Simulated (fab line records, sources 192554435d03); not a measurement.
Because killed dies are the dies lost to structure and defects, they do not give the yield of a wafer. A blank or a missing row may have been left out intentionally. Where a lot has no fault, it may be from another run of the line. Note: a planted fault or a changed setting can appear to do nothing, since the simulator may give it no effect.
Chamber matching ; flow n5 finfet ; N5_BEOL_M6_DESCUM_33 on rie diel-05: 4 sister chambers
The step chemistry O2, time 7 s. 4 wafers are shown with their chamber, then 8 later ones without.

== WAFERS WITH THEIR CHAMBER ==
wafer;chamber;throttle valve pct (%)
L081.5;0;20.13
L089.3;2;20.22
L089.6;3;20.30
L094.2;1;20.61

== WAFERS MISSING THEIR CHAMBER ==
wafer;throttle valve pct (%)
L094.5;20.62
L094.6;20.27
L093.1;20.25
L093.2;20.62
L093.6;20.31
L096.1;20.32
L096.2;20.26
L096.6;20.61

== CHAMBER TAKEN BY EACH ==
wafer;from the rows above;in truth
L094.5;1;1
L094.6;can't be placed: 3 or 2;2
L093.1;can't be placed: 2 or 3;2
L093.2;1;1
L093.6;3;3
L096.1;3;3
L096.2;can't be placed: 3 or 2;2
L096.6;1;1
Correctly placed: 5 of 8. Unplaceable from these rows: 3, with the true chamber sitting among the candidates in 3. Number placed wrongly: 0.
How it was worked out, from the rows above alone: a wafer's distance from a chamber is the root of the sum, over the readings, of the square of ((its reading less the chamber's mean) divided by the reading's scatter). If the next closest chamber is less than 2 further off than the closest, the wafer can't be placed; otherwise it belongs to the closest. For every chamber, the mean is computed from those of its wafers that are shown. The scatter: root of mean squared gap, hidden wafer to nearest shown wafer, with one shown wafer a chamber.
